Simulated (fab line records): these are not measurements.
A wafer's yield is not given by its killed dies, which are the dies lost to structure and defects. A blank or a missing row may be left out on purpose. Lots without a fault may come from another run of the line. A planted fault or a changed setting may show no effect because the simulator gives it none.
A sampling plan put to the test -- flow n5 finfet -- one fab line, 46 faults that these records tell of, each judged on the records of the lots that it struck
What counts as the plan is the set of the line's own looks, namely the steps on the route at which a gauge or an inspection reads a wafer and does not change it. Where struck wafers have a number at a look and the file lists that look's usual mean and standard deviation on fault-free wafers, the look can be judged. Caught: at a look after the fault's first step, the mean of the struck wafers lies 4 or more of those standard deviations (sigma) from the usual mean. On the tool: the same test on the tool's own readings at the fault's steps. Caught also covers a different recipe on the struck wafers, or a record left blank for those wafers only.

THE FAULTS, as the simulator had put them in
1. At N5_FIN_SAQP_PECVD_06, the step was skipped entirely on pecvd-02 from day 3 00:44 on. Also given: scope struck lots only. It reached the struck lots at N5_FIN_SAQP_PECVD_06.
2. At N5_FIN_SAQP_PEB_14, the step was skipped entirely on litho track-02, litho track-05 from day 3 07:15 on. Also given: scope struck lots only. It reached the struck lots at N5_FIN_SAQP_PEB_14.
3. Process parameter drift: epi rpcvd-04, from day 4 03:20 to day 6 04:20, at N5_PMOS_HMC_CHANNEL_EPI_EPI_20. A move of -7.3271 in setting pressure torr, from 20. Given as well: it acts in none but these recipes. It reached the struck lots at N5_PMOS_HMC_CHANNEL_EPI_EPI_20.
4. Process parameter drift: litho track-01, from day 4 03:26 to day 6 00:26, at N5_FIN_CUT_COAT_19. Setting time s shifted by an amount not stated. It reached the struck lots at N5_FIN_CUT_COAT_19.
5. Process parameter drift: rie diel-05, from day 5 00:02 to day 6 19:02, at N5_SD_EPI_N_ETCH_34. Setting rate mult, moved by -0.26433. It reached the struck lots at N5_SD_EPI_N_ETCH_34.
6. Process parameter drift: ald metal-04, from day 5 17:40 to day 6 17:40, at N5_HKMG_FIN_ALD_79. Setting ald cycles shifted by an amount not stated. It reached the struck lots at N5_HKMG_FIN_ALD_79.
7. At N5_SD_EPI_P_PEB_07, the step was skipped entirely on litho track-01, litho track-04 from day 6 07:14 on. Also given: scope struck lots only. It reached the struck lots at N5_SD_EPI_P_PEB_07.
8. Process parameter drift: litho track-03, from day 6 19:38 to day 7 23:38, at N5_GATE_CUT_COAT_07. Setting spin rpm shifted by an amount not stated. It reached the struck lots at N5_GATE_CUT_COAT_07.
9. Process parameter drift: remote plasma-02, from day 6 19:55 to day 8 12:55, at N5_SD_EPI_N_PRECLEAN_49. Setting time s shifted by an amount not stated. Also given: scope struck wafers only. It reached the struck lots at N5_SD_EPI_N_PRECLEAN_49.
10. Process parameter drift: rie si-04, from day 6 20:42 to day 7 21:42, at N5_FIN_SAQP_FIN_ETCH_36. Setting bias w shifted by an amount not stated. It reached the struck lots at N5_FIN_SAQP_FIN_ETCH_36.
11. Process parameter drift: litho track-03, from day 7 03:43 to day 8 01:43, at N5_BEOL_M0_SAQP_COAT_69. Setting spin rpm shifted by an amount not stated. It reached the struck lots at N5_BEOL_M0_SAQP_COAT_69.
12. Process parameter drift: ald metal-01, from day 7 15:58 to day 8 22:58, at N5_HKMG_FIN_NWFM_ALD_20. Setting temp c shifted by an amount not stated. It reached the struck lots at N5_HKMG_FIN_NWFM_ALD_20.
13. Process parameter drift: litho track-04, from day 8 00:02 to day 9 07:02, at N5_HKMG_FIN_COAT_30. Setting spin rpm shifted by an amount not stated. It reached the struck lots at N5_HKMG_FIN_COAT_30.
14. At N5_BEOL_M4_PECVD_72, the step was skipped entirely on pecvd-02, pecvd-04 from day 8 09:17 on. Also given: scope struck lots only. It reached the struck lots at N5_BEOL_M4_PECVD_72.
15. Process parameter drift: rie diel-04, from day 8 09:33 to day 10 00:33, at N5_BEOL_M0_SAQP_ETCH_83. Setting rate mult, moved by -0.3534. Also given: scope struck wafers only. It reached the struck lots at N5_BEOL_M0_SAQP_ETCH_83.
16. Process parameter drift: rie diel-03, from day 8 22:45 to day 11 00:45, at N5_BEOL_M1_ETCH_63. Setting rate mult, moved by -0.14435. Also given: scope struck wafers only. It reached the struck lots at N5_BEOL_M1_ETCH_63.
17. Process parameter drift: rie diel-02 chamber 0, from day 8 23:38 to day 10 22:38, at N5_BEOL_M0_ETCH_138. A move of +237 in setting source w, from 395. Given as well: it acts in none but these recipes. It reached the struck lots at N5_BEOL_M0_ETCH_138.
18. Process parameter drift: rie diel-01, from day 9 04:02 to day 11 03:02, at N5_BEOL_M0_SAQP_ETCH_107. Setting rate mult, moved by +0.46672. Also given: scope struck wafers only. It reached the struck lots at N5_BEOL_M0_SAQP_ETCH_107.
19. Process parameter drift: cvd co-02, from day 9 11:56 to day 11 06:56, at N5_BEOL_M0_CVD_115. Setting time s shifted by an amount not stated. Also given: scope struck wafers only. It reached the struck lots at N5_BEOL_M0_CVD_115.
20. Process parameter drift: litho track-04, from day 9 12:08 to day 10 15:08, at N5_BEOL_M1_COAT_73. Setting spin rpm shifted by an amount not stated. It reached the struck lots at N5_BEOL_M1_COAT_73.
21. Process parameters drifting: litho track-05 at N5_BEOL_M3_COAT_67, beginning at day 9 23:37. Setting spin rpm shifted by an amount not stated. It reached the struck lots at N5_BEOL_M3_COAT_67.
22. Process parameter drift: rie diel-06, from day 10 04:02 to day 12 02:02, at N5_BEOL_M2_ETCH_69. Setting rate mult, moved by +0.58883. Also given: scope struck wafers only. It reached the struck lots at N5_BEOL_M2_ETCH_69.
23. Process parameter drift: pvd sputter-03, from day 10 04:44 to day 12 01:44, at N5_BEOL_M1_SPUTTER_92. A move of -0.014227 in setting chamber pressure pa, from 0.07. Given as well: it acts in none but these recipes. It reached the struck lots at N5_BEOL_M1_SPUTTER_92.
24. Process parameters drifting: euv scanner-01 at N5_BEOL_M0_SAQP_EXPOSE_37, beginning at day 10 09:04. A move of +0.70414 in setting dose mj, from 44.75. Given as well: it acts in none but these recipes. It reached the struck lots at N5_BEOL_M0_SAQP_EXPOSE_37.
25. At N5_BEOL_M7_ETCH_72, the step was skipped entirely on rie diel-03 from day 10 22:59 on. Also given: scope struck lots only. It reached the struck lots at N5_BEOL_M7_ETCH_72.
26. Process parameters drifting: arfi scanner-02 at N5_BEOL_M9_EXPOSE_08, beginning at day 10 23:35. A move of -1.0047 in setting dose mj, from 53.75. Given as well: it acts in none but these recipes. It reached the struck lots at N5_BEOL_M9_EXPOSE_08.
27. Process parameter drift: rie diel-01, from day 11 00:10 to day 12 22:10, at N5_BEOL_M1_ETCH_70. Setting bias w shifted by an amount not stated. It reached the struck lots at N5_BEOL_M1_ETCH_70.
28. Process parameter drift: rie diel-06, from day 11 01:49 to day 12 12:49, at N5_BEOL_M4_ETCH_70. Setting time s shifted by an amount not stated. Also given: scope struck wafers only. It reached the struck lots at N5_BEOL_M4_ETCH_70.
29. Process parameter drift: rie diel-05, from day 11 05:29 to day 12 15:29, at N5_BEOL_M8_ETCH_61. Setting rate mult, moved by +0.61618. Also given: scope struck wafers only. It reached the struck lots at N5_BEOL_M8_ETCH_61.
30. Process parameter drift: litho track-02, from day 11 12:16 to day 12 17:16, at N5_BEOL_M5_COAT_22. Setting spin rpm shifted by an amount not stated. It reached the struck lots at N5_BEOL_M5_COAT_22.
31. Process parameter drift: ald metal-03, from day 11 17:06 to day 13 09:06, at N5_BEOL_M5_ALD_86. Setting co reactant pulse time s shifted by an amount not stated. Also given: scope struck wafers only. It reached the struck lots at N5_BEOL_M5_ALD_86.
32. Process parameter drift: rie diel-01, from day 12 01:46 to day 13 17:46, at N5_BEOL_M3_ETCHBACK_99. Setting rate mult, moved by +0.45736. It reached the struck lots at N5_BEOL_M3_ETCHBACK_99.
33. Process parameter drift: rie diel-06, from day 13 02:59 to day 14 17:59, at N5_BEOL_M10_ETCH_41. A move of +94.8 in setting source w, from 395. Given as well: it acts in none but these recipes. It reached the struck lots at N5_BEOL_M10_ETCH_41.
34. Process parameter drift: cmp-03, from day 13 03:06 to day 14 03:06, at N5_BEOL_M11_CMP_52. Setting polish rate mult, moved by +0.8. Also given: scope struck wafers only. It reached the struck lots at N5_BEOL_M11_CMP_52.
35. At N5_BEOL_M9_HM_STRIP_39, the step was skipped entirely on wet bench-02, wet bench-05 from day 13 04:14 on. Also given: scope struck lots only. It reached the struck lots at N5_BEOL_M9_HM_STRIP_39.
36. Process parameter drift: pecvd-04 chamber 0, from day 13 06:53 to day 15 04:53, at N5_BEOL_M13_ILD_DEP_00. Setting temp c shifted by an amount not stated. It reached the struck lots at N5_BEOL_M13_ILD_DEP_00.
37. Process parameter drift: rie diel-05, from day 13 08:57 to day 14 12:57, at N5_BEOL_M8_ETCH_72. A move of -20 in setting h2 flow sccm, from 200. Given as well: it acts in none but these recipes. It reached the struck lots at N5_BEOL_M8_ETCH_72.
38. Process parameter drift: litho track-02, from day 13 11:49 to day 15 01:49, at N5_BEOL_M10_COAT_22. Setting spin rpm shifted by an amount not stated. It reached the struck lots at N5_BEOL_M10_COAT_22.
39. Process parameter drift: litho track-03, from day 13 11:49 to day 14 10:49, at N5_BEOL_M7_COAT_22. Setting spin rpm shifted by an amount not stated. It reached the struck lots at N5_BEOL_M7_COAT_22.
40. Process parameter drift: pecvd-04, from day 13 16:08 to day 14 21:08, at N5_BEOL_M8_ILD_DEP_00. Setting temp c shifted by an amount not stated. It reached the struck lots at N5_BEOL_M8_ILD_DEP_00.
41. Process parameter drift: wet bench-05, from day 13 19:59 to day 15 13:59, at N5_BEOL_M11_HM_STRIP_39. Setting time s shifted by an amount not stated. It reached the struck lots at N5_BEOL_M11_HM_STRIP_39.
42. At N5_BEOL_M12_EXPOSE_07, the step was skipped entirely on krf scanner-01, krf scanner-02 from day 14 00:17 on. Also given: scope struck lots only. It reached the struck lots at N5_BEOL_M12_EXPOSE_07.
43. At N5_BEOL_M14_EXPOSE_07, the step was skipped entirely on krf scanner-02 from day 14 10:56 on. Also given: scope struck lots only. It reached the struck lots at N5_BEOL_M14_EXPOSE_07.
44. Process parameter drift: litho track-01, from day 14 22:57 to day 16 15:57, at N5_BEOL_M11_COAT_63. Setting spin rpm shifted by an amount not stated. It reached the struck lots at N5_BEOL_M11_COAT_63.
45. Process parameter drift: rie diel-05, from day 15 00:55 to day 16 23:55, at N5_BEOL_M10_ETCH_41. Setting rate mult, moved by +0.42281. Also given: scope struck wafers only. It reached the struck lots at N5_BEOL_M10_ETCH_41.
46. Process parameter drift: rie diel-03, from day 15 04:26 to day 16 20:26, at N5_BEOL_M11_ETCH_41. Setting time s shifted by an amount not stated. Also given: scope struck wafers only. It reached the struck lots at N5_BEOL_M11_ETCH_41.

WHAT THE PLAN SAW
fault,on the tool itself,first look that catches it,"reading, sigma",median hours from its first step to that look,hours from the fault's start to the first struck lot there,judged looks passed uncaught
1,the tool's record is blank for the struck wafers,N5_FIN_SAQP_THK_MEAS_07,thk nm -58,0.1,3,0
2,the tool's record is blank for the struck wafers,no look after it can be judged,-,-,-,0
3,chamber pressure Torr -99 or beyond sigma,N5_PMOS_HMC_CHANNEL_EPI_THK_MEAS_22,HMC_CMP_THK -9.6,1.9,5,0
4,run length s -51 sigma,none of the 2 looks that can be judged after it,-,-,-,2
5,etch rf on time s +22 sigma,not the one look that can be judged after it,-,-,-,1
6,under 2 sigma,not the one look that can be judged after it,-,-,-,1
7,the tool's record is blank for the struck wafers,no look after it can be judged,-,-,-,0
8,spin speed rpm +33 sigma,none of the 2 looks that can be judged after it,-,-,-,2
9,no reading that can be judged,none of the 2 looks that can be judged after it,-,-,-,2
10,bias w -29 sigma,not the one look that can be judged after it,"strongest: IOFF_N at N5_BEOL_M4_RC_MEAS_101, +2.0",-,-,1
11,spin speed rpm +99 or beyond sigma,not the one look that can be judged after it,-,-,-,1
12,susceptor temp C +34 sigma,N5_BEOL_M4_RC_MEAS_101,IOFF_N_LONG +11,101.1,114,0
13,spin speed rpm -33 sigma,not the one look that can be judged after it,-,-,-,1
14,the tool's record is blank for the struck wafers,not the one look that can be judged after it,-,-,-,1
15,etch rf on time s +43 sigma,not the one look that can be judged after it,-,-,-,1
16,etch rf on time s +13 sigma,not the one look that can be judged after it,-,-,-,1
17,rf fwd power W +99 or beyond sigma,not the one look that can be judged after it,-,-,-,1
18,only faintly: oes product au +3.3 sigma,not the one look that can be judged after it,-,-,-,1
19,run length s -49 sigma,not the one look that can be judged after it,-,-,-,1
20,spin speed rpm -48 sigma,none of the 2 looks that can be judged after it,-,-,-,2
21,spin speed rpm +99 or beyond sigma,not the one look that can be judged after it,-,-,-,1
22,etch rf on time s -21 sigma,not the one look that can be judged after it,-,-,-,1
23,chamber pressure pa -88 sigma,not the one look that can be judged after it,-,-,-,1
24,exposure dose mJ cm2 +13 sigma,not the one look that can be judged after it,-,-,-,1
25,the tool's record is blank for the struck wafers,no look after it can be judged,-,-,-,0
26,exposure dose mJ cm2 -16 sigma,no look after it can be judged,-,-,-,0
27,bias w +44 sigma,not the one look that can be judged after it,-,-,-,1
28,run length s -18 sigma,none of the 2 looks that can be judged after it,-,-,-,2
29,etch rf on time s -24 sigma,no look after it can be judged,-,-,-,0
30,spin speed rpm +99 or beyond sigma,not the one look that can be judged after it,-,-,-,1
31,under 2 sigma,no look after it can be judged,-,-,-,0
32,only faintly: oes product au +3.1 sigma,not the one look that can be judged after it,-,-,-,1
33,rf fwd power W +63 sigma,no look after it can be judged,-,-,-,0
34,barrier field endpoint s -14 sigma,no look after it can be judged,-,-,-,0
35,the tool's record is blank for the struck wafers,no look after it can be judged,-,-,-,0
36,susceptor temp C -10 sigma,no look after it can be judged,-,-,-,0
37,h2 flow sccm -32 sigma,not the one look that can be judged after it,-,-,-,1
38,spin speed rpm +73 sigma,no look after it can be judged,-,-,-,0
39,spin speed rpm +65 sigma,no look after it can be judged,-,-,-,0
40,susceptor temp C -99 or beyond sigma,N5_BEOL_M8_THK_MEAS_01,M8_ILD_THK +11,1.1,3,0
41,run length s -13 sigma,no look after it can be judged,-,-,-,0
42,no reading that can be judged,no look after it can be judged,-,-,-,0
43,no reading that can be judged,no look after it can be judged,-,-,-,0
44,spin speed rpm +66 sigma,no look after it can be judged,-,-,-,0
45,oes product au +5.4 sigma,no look after it can be judged,-,-,-,0
46,run length s +45 sigma,no look after it can be judged,-,-,-,0
Dash: fault not caught, or number not given in these records.

Caught at a look: 4 of 46. Caught on the tool: 39 of 46. By one or the other: 39 of 46.
On the tool alone, faults 2, 4, 5, 7, 8, 10, 11, 13, 14, 15, 16, 17, 19, 20, 21, 22, 23, 24, 25, 26, 27, 28, 29, 30, 33, 34, 35, 36, 37, 38, 39, 41, 44, 45, 46 were caught.
Caught by neither: faults 6, 9, 18, 31, 32, 42, 43.

THINNER SAMPLING
If the look that catches a fault measured only every second or every third lot, by lot number, the first struck lot would be measured this late in the worst case:
fault,"struck lots at that look, in order of time",every lot,every second lot,every third lot
1,"L337, L338",3 h,10 h,may miss all 2
3,"L703, L707",5 h,may miss all 2,may miss all 2
12,"L528, L530",114 h,may miss all 2,may miss all 2
40,"L812, L814",3 h,may miss all 2,may miss all 2
The hour figures run from when the fault began to the first measured lot among those it struck. The test against the limit of 4 sigma pooled every struck wafer, which means one lot taken alone may stay below that limit. Other struck lots may not be in these records.

THE LONGEST TIMED WAY FROM STEP TO LOOK
Fault 12: a median of 101.1 hours passes between N5_HKMG_FIN_NWFM_ALD_20 and N5_BEOL_M4_RC_MEAS_101. No look between them can be judged.
